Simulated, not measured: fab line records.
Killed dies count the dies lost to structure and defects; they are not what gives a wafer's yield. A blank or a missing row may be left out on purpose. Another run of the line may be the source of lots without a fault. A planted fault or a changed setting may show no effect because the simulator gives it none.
Split-lot experiment ; flow n5-finfet ; 7 lots, 39 wafers read, on a route of 1938 steps

ABOUT THE SPLIT
At N5_BEOL_M5_HM_DEP_02 (deposits TiN, target thk 20 nm), the setting target-thk-a was moved away from the recipe's 200 angstrom on 15 of the 39 wafers read, by -54.0% to +46.9%. The other wafers ran this setting at the recipe's value.

FROM THE SPLIT TO THE READING: what the file shows between them, 4 steps
- N5_BEOL_M5_COAT_59: time 60 s, resist thk 60 nm
- N5_BEOL_M5_COAT_60: time 60 s, resist thk 12 nm
- N5_BEOL_M5_STRIP_73: strips in N2/H2
- N5_BEOL_M5_STRIP_64: strips in CF4

THE READING
etch.depth-nm (the simulator's own value, which no gauge read), in nm, at N5_BEOL_M5_HM_OPEN_17 (chemistry Cl2/BCl3, target TiN, target depth 20 nm, overetch 6 nm). There is no usual value for it anywhere in the file. Across the 24 wafers here that went through the recipe, the average is 20.165 nm and the standard deviation 0.31 nm.

wafer;tool, chamber at the split;target-thk-a as run, angstrom;against the recipe;etch.depth-nm, nm;against lot-mates on the recipe
L087.1;pvd-sputter-01, -;292.4;+46.2%;26.12;+5.593
L087.2;pvd-sputter-01, -;292.4;+46.2%;26.1;+5.573
L087.3;pvd-sputter-01, -;200;recipe;20.77;-
L087.4;pvd-sputter-01, -;292.4;+46.2%;26.04;+5.513
L087.5;pvd-sputter-01, -;200;recipe;20.42;-
L087.6;pvd-sputter-01, -;200;recipe;20.39;-
L088.1;pvd-sputter-01, -;293.9;+46.9%;25.21;+4.713
L088.2;pvd-sputter-01, -;293.9;+46.9%;25.07;+4.573
L088.3;pvd-sputter-01, -;200;recipe;20.39;-
L088.4;pvd-sputter-01, -;200;recipe;20.41;-
L088.5;pvd-sputter-01, -;293.9;+46.9%;25.06;+4.563
L088.6;pvd-sputter-01, -;200;recipe;20.69;-
L092.1;pvd-sputter-02, -;165.6;-17.2%;16.46;-3.493
L092.2;pvd-sputter-02, -;165.6;-17.2%;16.89;-3.063
L092.3;pvd-sputter-02, -;200;recipe;20.12;-
L092.4;pvd-sputter-02, -;165.6;-17.2%;16.42;-3.533
L092.5;pvd-sputter-02, -;200;recipe;19.9;-
L092.6;pvd-sputter-02, -;200;recipe;19.84;-
L093.1;pvd-sputter-02, -;200;recipe;20.05;-
L093.2;pvd-sputter-02, -;200;recipe;20.28;-
L093.3;pvd-sputter-02, -;200;recipe;20.64;-
L093.4;pvd-sputter-02, -;200;recipe;20.27;-
L093.5;pvd-sputter-02, -;200;recipe;20.09;-
L093.6;pvd-sputter-02, -;200;recipe;20.34;-
L094.1;pvd-sputter-02, -;200;recipe;19.84;-
L094.5;pvd-sputter-02, -;200;recipe;19.73;-
L094.6;pvd-sputter-02, -;200;recipe;20.23;-
L096.1;pvd-sputter-02, -;200;recipe;20.21;-
L096.2;pvd-sputter-02, -;242.7;+21.4%;24.34;+4.480
L096.3;pvd-sputter-02, -;200;recipe;19.65;-
L096.4;pvd-sputter-02, -;242.7;+21.4%;24.02;+4.160
L096.5;pvd-sputter-02, -;242.7;+21.4%;24.21;+4.350
L096.6;pvd-sputter-02, -;200;recipe;19.72;-
L097.1;pvd-sputter-02, -;92.01;-54.0%;9.437;-10.560
L097.2;pvd-sputter-02, -;92.01;-54.0%;8.967;-11.030
L097.3;pvd-sputter-02, -;200;recipe;19.88;-
L097.4;pvd-sputter-02, -;200;recipe;19.9;-
L097.5;pvd-sputter-02, -;92.01;-54.0%;9.619;-10.378
L097.6;pvd-sputter-02, -;200;recipe;20.21;-

FIT RESULTS
A straight line over all 39 wafers: etch.depth-nm changes by +0.157 nm for each +1% of target-thk-a; r = +0.97; the points scatter about the line by 1 nm.
The same after taking each lot's own level away (the mean of its wafers on the recipe; 39 wafers): +0.152 nm for each +1%; r = +0.96; scatter 1.1 nm.
That fit puts the effect of the largest move of target-thk-a on the reading at 8.2 nm.
Measured against the standard deviation above, the lots' own levels, which go from 19.8600 to 20.5267 nm, span 2.2 times it.
The two slopes are in agreement: the lot-to-lot level therefore moves the slope only a little.
Check: with one of the wafers moved furthest among these (-54.0%) left out of the fit, the line predicts -8.33 nm for it against its lot-mates. It came out at -10.6 nm against them.

FURTHER SPLITS ON THESE WAFERS
Other splits were also applied to these wafers ahead of the reading. Each is held against what the fit with the lots' levels taken away leaves over:
other split on the same wafers;wafers away from the commonest value;r with etch.depth-nm (lot level and that fit taken away)
N5_MOL_CONTACT_COAG_PECVD_31 time-s;9;-0.13
N5_BEOL_M3_ILD_DEP_00 time-s;18;-0.03

THE WHOLE CHAIN: every reading that the file lists as answering this split, in the file's order
step;what it does;reading;change (the file's fit);r (the file's)
N5_BEOL_M5_HM_DEP_02;deposits TiN, target thk 20 nm;TiN_of_BEOL_M5_HM_DEP_02.thk-nm (the simulator's own value, which no gauge read);+0.198 nm for each +1% of the setting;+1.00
N5_BEOL_M5_HM_OPEN_17;chemistry Cl2/BCl3, target TiN, target depth 20 nm, overetch 6 nm;etch.depth-nm (the simulator's own value, which no gauge read);+0.15 nm for each +1% of the setting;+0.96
N5_BEOL_M5_OCD_MEAS_38;;trench-depth-nm;not straight: 70.1 at the lowest setting, 71.5 at the recipe, 0.8 at the highest;not given

FILE'S OWN FIT
etch.depth-nm changes by +0.15 nm for each +1% of target-thk-a, r = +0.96.
